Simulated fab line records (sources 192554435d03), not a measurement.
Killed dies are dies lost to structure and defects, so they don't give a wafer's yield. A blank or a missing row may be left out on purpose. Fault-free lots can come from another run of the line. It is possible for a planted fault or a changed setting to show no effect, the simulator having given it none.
What tool caused it? | flow n5_finfet | Sampling: 24 lots, 72 wafers, 6 of 1938 route steps

WHAT THE GAUGES SHOWED, per wafer
N5_BEOL_M15_OVL_MEAS_11. Usual: V14_OVL gives 0 nm (standard deviation 5.6).
lot  | measured     | on         | V14_OVL (nm) | flag
L074 | day 11 04:20 | overlay-02 | 2 -6 -2      |
L075 | day 11 20:07 | overlay-01 | 7 2 -4       |
L076 | day 12 03:11 | overlay-01 | -3 9 2       |
L077 | day 12 11:22 | overlay-02 | -6 -3 -6     |
L080 | day 12 20:23 | overlay-02 | 3 3 6        |
L079 | day 12 20:54 | overlay-02 | 1 11 6       |
L078 | day 12 23:28 | overlay-02 | -12 -1 -3    |
L081 | day 13 05:34 | overlay-02 | 3 3 -1       |
L082 | day 13 12:56 | overlay-02 | -5 -6 1      |
L085 | day 14 02:28 | overlay-01 | 6 14 6       |
L083 | day 14 10:43 | overlay-02 | -3 -7 -7     |
L084 | day 14 13:43 | overlay-02 | 3 6 -2       |
L087 | day 14 17:49 | overlay-01 | 1 3 0        |
L086 | day 14 22:50 | overlay-02 | -1 -5 -1     |
L090 | day 15 07:41 | overlay-02 | -2 -3 4      |
L088 | day 15 16:33 | overlay-01 | -6 -11 -1    |
L091 | day 15 16:48 | overlay-02 | 5 9 2        |
L089 | day 16 00:20 | overlay-02 | 3 1 1        |
L092 | day 16 06:25 | overlay-01 | 0 -4 7       |
L093 | day 16 09:31 | overlay-01 | 10 8 10      |
L094 | day 16 16:45 | overlay-02 | 4 3 0        |
L095 | day 17 04:51 | overlay-01 | -5 -13 -1    |
L096 | day 17 10:24 | overlay-01 | 8 5 9        |
L097 | day 17 16:13 | overlay-02 | -5 -6 -5     |

N5_BEOL_M15_CD_MEAS_17 targets a cd of 360 nm. Usual: cd_nm at 361.3 nm, with a standard deviation of 1.5.
lot  | measured     | on        | cd_nm (nm)        | flag
L074 | day 11 04:54 | cd_sem-02 | 363.3 362.4 361.3 |
L075 | day 11 20:40 | cd_sem-01 | 361.4 361.2 361.8 |
L076 | day 12 03:45 | cd_sem-01 | 361.9 360.7 357.0 |
L077 | day 12 11:56 | cd_sem-03 | 361.9 363.5 362.0 |
L080 | day 12 20:57 | cd_sem-01 | 357.6 361.0 360.1 |
L079 | day 12 21:28 | cd_sem-03 | 363.0 362.0 364.7 |
L078 | day 13 00:01 | cd_sem-02 | 361.6 362.4 362.7 |
L081 | day 13 06:20 | cd_sem-03 | 361.0 360.6 359.3 |
L082 | day 13 13:43 | cd_sem-03 | 360.9 358.6 360.8 |
L085 | day 14 03:01 | cd_sem-03 | 358.4 359.5 359.5 |
L083 | day 14 11:44 | cd_sem-01 | 361.5 363.7 361.9 |
L084 | day 14 14:16 | cd_sem-03 | 361.3 359.9 362.0 |
L087 | day 14 18:22 | cd_sem-02 | 360.9 361.2 359.6 |
L086 | day 14 23:24 | cd_sem-02 | 360.2 362.5 360.8 |
L090 | day 15 08:14 | cd_sem-02 | 358.4 358.7 359.3 |
L088 | day 15 17:07 | cd_sem-03 | 361.9 364.6 361.2 |
L091 | day 15 17:31 | cd_sem-01 | 361.6 363.6 361.1 |
L089 | day 16 00:53 | cd_sem-01 | 362.4 362.3 361.0 |
L092 | day 16 06:58 | cd_sem-02 | 361.7 360.6 362.5 |
L093 | day 16 10:16 | cd_sem-02 | 359.1 361.4 360.6 |
L094 | day 16 17:34 | cd_sem-01 | 363.1 362.3 365.2 |
L095 | day 17 05:24 | cd_sem-02 | 358.3 359.1 360.0 |
L096 | day 17 10:57 | cd_sem-02 | 362.7 361.9 361.1 |
L097 | day 17 16:48 | cd_sem-02 | 360.4 361.3 362.1 |

N5_BEOL_M15_OVL_MEAS_29. Usual: M15_OVL gives -7 nm (standard deviation 5.3).
lot  | measured     | on         | M15_OVL (nm) | flag
L074 | day 11 05:48 | overlay-02 | -10 -9 -1    |
L075 | day 11 21:34 | overlay-01 | -11 -15 -2   |
L076 | day 12 04:39 | overlay-02 | -7 2 -9      |
L077 | day 12 12:55 | overlay-02 | -7 -10 -15   |
L080 | day 12 21:51 | overlay-02 | 2 -6 1       |
L079 | day 12 22:29 | overlay-02 | -10 -13 -7   |
L078 | day 13 01:00 | overlay-02 | 1 -1 6       |
L081 | day 13 07:22 | overlay-02 | 1 -6 -7      |
L082 | day 13 14:58 | overlay-02 | -11 -15 -12  |
L085 | day 14 04:08 | overlay-01 | -5 -3 -7     |
L083 | day 14 12:40 | overlay-02 | -5 -8 -7     |
L084 | day 14 15:28 | overlay-01 | -12 -12 -8   |
L087 | day 14 19:17 | overlay-02 | -10 -8 -15   |
L086 | day 15 00:18 | overlay-02 | -5 -13 -13   |
L090 | day 15 09:09 | overlay-01 | 0 -5 -5      |
L088 | day 15 18:01 | overlay-02 | -11 -12 -12  |
L091 | day 15 18:40 | overlay-02 | -14 -11 -11  |
L089 | day 16 01:48 | overlay-02 | -5 -2 0      |
L092 | day 16 08:02 | overlay-02 | -14 -6 -17   |
L093 | day 16 11:10 | overlay-01 | 2 -4 5       |
L094 | day 16 18:36 | overlay-02 | -9 -10 -6    |
L095 | day 17 06:26 | overlay-01 | -7 -2 -2     |
L096 | day 17 11:59 | overlay-01 | -10 -4 -6    |
L097 | day 17 18:04 | overlay-02 | -1 -5 -1     |

WHAT TOOL EACH LOT RAN ON (gives the tool, then ch and the chambers of the sampled wafers, and finally the start)
lot  | N5_BEOL_M14_ETCH_38                           | N5_BEOL_M14_SPUTTER_43       | N5_BEOL_M14_SPUTTER_44
L074 | rie_diel-05 ch 1,2,3, day 11 01:49 or earlier | pvd_sputter-01, day 11 01:49 | pvd_sputter-01, day 11 01:53
L075 | rie_diel-02 ch 0,2,3, day 11 18:17 or earlier | pvd_sputter-03, day 11 18:17 | pvd_sputter-03, day 11 18:22
L076 | rie_diel-01 ch 0,3, day 12 01:11 or earlier   | pvd_sputter-01, day 12 01:11 | pvd_sputter-01, day 12 01:16
L077 | rie_diel-02 ch 0,2,3, day 12 09:25 or earlier | pvd_sputter-01, day 12 09:25 | pvd_sputter-01, day 12 09:29
L080 | rie_diel-01 ch 0,2,3, day 12 18:33 or earlier | pvd_sputter-01, day 12 18:33 | pvd_sputter-01, day 12 18:38
L079 | rie_diel-05 ch 0,2,3, day 12 19:04 or earlier | pvd_sputter-03, day 12 19:04 | pvd_sputter-03, day 12 19:09
L078 | rie_diel-01 ch 1,2,3, day 12 21:26 or earlier | pvd_sputter-01, day 12 21:26 | pvd_sputter-01, day 12 21:31
L081 | rie_diel-05 ch 2,3, day 13 02:43 or earlier   | pvd_sputter-03, day 13 02:43 | pvd_sputter-03, day 13 02:48
L082 | rie_diel-02 ch 1,2, day 13 10:44 or earlier   | pvd_sputter-02, day 13 10:44 | pvd_sputter-02, day 13 10:49
L085 | rie_diel-05 ch 0,1,2, day 13 23:36 or earlier | pvd_sputter-02, day 13 23:36 | pvd_sputter-02, day 13 23:41
L083 | rie_diel-02 ch 0,1, day 14 08:36 or earlier   | pvd_sputter-01, day 14 08:36 | pvd_sputter-01, day 14 08:41
L084 | rie_diel-05 ch 1,2, day 14 11:43 or earlier   | pvd_sputter-02, day 14 11:43 | pvd_sputter-02, day 14 11:48
L087 | rie_diel-01 ch 1,2, day 14 15:47 or earlier   | pvd_sputter-03, day 14 15:47 | pvd_sputter-03, day 14 15:52
L086 | rie_diel-05 ch 0,1,3, day 14 20:55 or earlier | pvd_sputter-02, day 14 20:55 | pvd_sputter-02, day 14 20:59
L090 | rie_diel-01 ch 0,1,3, day 15 05:44 or earlier | pvd_sputter-02, day 15 05:44 | pvd_sputter-02, day 15 05:49
L088 | rie_diel-02 ch 0,2,3, day 15 13:52 or earlier | pvd_sputter-01, day 15 13:52 | pvd_sputter-01, day 15 13:57
L091 | rie_diel-05 ch 1,2,3, day 15 14:02 or earlier | pvd_sputter-02, day 15 14:02 | pvd_sputter-02, day 15 14:07
L089 | rie_diel-05 ch 0,1,2, day 15 22:03 or earlier | pvd_sputter-01, day 15 22:03 | pvd_sputter-01, day 15 22:08
L092 | rie_diel-05 ch 0,1,2, day 16 04:34 or earlier | pvd_sputter-02, day 16 04:34 | pvd_sputter-02, day 16 04:39
L093 | rie_diel-02 ch 0,1,3, day 16 07:41 or earlier | pvd_sputter-02, day 16 07:41 | pvd_sputter-02, day 16 07:46
L094 | rie_diel-02 ch 1,2,3, day 16 14:49 or earlier | pvd_sputter-03, day 16 14:49 | pvd_sputter-03, day 16 14:53
L095 | rie_diel-05 ch 0,1,3, day 17 02:50 or earlier | pvd_sputter-03, day 17 02:50 | pvd_sputter-03, day 17 02:55
L096 | rie_diel-01 ch 0,2,3, day 17 08:26 or earlier | pvd_sputter-01, day 17 08:26 | pvd_sputter-01, day 17 08:31
L097 | rie_diel-05 ch 0,1,2, day 17 14:14 or earlier | pvd_sputter-03, day 17 14:14 | pvd_sputter-03, day 17 14:19
- N5_BEOL_M14_ETCH_38: etches SiCN in CF4/N2, target depth 106.5 nm, time 120.6 s.
- N5_BEOL_M14_SPUTTER_43: material TaN, target thk 15 nm, time 24.19 s.
- N5_BEOL_M14_SPUTTER_44: material Ta, target thk 15 nm, time 24.19 s.

AS READ BY THE TOOLS THEMSELVES (means over the sampled wafers that have a number; for cases with no such wafer, the mark the record gives instead)
N5_BEOL_M14_ETCH_38. Usual: bias_w is 69.98 W with standard deviation 0.21, drypump_motor_current_A is 5.7 A with standard deviation 0.47, n2_flow_sccm is 59.99 sccm with standard deviation 0.19, oes_product_au is 0.80 a.u. with standard deviation 0.1, rf_vpp_V is 381.1 V with standard deviation 1.2, showerhead_plenum_p_Torr is 2.16 Torr with standard deviation 0.038, and throttle_valve_pct is 15.42 % with standard deviation 0.27.
lot  | tool        | bias_w (W) | drypump_motor_current_A (A) | n2_flow_sccm (sccm) | oes_product_au (a.u.) | rf_vpp_V (V) | showerhead_plenum_p_Torr (Torr) | throttle_valve_pct (%) | flag
L074 | rie_diel-05 | 70.04      | 5.6                         | 59.95               | 0.77                  | 381.3        | 2.14                            | 15.53                  |
L075 | rie_diel-02 | 70.07      | 5.9                         | 60.03               | 0.75                  | 381.2        | 2.18                            | 15.60                  |
L076 | rie_diel-01 | 69.98      | 5.9                         | 59.99               | 0.79                  | 381.4        | 2.16                            | 15.30                  |
L077 | rie_diel-02 | 69.86      | 5.9                         | 60.26               | 0.74                  | 381.5        | 2.17                            | 15.62                  |
L080 | rie_diel-01 | 69.93      | 5.7                         | 59.91               | 0.80                  | 380.5        | 2.16                            | 15.46                  |
L079 | rie_diel-05 | 70.00      | 5.3                         | 59.82               | 0.87                  | 380.8        | 2.15                            | 15.37                  |
L078 | rie_diel-01 | 69.78      | 5.4                         | 59.91               | 0.84                  | 381.3        | 2.17                            | 15.47                  |
L081 | rie_diel-05 | 69.83      | 5.4                         | 59.88               | 0.79                  | 379.8        | 2.12                            | 15.59                  |
L082 | rie_diel-02 | 70.14      | 6.0                         | 59.93               | 0.70                  | 381.6        | 2.19                            | 15.77                  |
L085 | rie_diel-05 | 70.05      | 5.4                         | 60.08               | 0.83                  | 380.9        | 2.14                            | 15.28                  |
L083 | rie_diel-02 | 69.93      | 5.8                         | 60.04               | 0.72                  | 379.9        | 2.14                            | 15.48                  |
L084 | rie_diel-05 | 70.05      | 5.7                         | 60.03               | 0.80                  | 380.4        | 2.13                            | 15.31                  |
L087 | rie_diel-01 | 69.88      | 5.7                         | 59.85               | 0.89                  | 380.9        | 2.16                            | 15.31                  |
L086 | rie_diel-05 | 70.08      | 5.6                         | 59.81               | 0.90                  | 380.2        | 2.16                            | 15.23                  |
L090 | rie_diel-01 | 69.87      | 5.7                         | 59.98               | 0.89                  | 381.2        | 2.16                            | 15.22                  |
L088 | rie_diel-02 | 70.10      | 5.9                         | 59.89               | 0.71                  | 381.3        | 2.16                            | 15.68                  |
L091 | rie_diel-05 | 70.21      | 5.6                         | 59.97               | 0.81                  | 380.1        | 2.14                            | 15.44                  |
L089 | rie_diel-05 | 69.86      | 5.4                         | 59.95               | 0.79                  | 380.9        | 2.13                            | 15.32                  |
L092 | rie_diel-05 | 70.03      | 5.4                         | 60.05               | 0.79                  | 380.4        | 2.13                            | 15.32                  |
L093 | rie_diel-02 | 70.29      | 5.9                         | 59.84               | 0.71                  | 380.7        | 2.16                            | 15.49                  |
L094 | rie_diel-02 | 69.86      | 6.1                         | 60.02               | 0.69                  | 381.0        | 2.19                            | 15.66                  |
L095 | rie_diel-05 | 69.85      | 5.6                         | 59.93               | 0.86                  | 380.4        | 2.15                            | 15.26                  |
L096 | rie_diel-01 | 69.96      | 5.7                         | 59.97               | 0.83                  | 380.7        | 2.15                            | 15.38                  |
L097 | rie_diel-05 | 70.01      | 5.4                         | 60.03               | 0.90                  | 381.5        | 2.21                            | 15.17                  |

N5_BEOL_M14_SPUTTER_43. Usual: substrate_temp_c 50.01 C, standard deviation 0.11; throttle_valve_pct 30.4 %, standard deviation 0.46.
lot  | tool           | substrate_temp_c (C) | throttle_valve_pct (%) | flag
L074 | pvd_sputter-01 | 50.04                | 30.6                   |
L075 | pvd_sputter-03 | 50.06                | 30.2                   |
L076 | pvd_sputter-01 | 50.03                | 30.7                   |
L077 | pvd_sputter-01 | 49.99                | 30.0                   |
L080 | pvd_sputter-01 | 50.04                | 30.1                   |
L079 | pvd_sputter-03 | 49.99                | 30.1                   |
L078 | pvd_sputter-01 | 50.02                | 30.0                   |
L081 | pvd_sputter-03 | 49.94                | 29.9                   |
L082 | pvd_sputter-02 | 50.04                | 30.6                   |
L085 | pvd_sputter-02 | 49.95                | 30.7                   |
L083 | pvd_sputter-01 | 50.10                | 30.3                   |
L084 | pvd_sputter-02 | 50.00                | 30.8                   |
L087 | pvd_sputter-03 | 50.00                | 30.0                   |
L086 | pvd_sputter-02 | 49.88                | 31.0                   |
L090 | pvd_sputter-02 | 49.89                | 31.0                   |
L088 | pvd_sputter-01 | 49.96                | 30.5                   |
L091 | pvd_sputter-02 | 50.08                | 31.0                   |
L089 | pvd_sputter-01 | 50.15                | 29.9                   |
L092 | pvd_sputter-02 | 50.01                | 30.8                   |
L093 | pvd_sputter-02 | 50.13                | 30.9                   |
L094 | pvd_sputter-03 | 49.91                | 30.0                   |
L095 | pvd_sputter-03 | 50.02                | 29.9                   |
L096 | pvd_sputter-01 | 50.04                | 30.6                   |
L097 | pvd_sputter-03 | 49.99                | 30.1                   |

N5_BEOL_M14_SPUTTER_44. Usual: substrate_temp_c 50.02 C, standard deviation 0.11; throttle_valve_pct 30.3 %, standard deviation 0.45.
lot  | tool           | substrate_temp_c (C) | throttle_valve_pct (%) | flag
L074 | pvd_sputter-01 | 50.01                | 30.5                   |
L075 | pvd_sputter-03 | 49.97                | 30.2                   |
L076 | pvd_sputter-01 | 50.14                | 30.7                   |
L077 | pvd_sputter-01 | 50.08                | 30.0                   |
L080 | pvd_sputter-01 | 49.95                | 30.3                   |
L079 | pvd_sputter-03 | 50.08                | 30.0                   |
L078 | pvd_sputter-01 | 50.08                | 30.1                   |
L081 | pvd_sputter-03 | 49.98                | 30.0                   |
L082 | pvd_sputter-02 | 50.03                | 30.8                   |
L085 | pvd_sputter-02 | 50.09                | 30.8                   |
L083 | pvd_sputter-01 | 50.07                | 30.0                   |
L084 | pvd_sputter-02 | 50.09                | 30.7                   |
L087 | pvd_sputter-03 | 49.99                | 30.1                   |
L086 | pvd_sputter-02 | 50.07                | 30.9                   |
L090 | pvd_sputter-02 | 49.88                | 31.0                   |
L088 | pvd_sputter-01 | 50.02                | 30.5                   |
L091 | pvd_sputter-02 | 49.97                | 31.0                   |
L089 | pvd_sputter-01 | 50.03                | 30.1                   |
L092 | pvd_sputter-02 | 50.03                | 30.7                   |
L093 | pvd_sputter-02 | 50.10                | 30.7                   |
L094 | pvd_sputter-03 | 49.99                | 30.1                   |
L095 | pvd_sputter-03 | 49.83                | 30.0                   |
L096 | pvd_sputter-01 | 50.04                | 30.4                   |
L097 | pvd_sputter-03 | 49.90                | 30.1                   |

THE ANSWER, worked out from the rows above alone
Rule: a lot is off if the mean of its wafers that have a number lies more than 3 standard deviations from the usual mean. Also off: a lot with no number at a reading for which 4 or more lots have one. Where the step has rows for the other lots, those lots are counted as sound. The gauges are gone through in route order, then the tools' own readings, and for those a lot's mean is taken as printed above. The first step at which some lot is off is used, and at that step the reading that is off furthest; a lot without a number counts as furthest.
None of the lots is off at any reading shown; this tells nothing.

WHAT WAS PUT IN BY THE SIMULATOR
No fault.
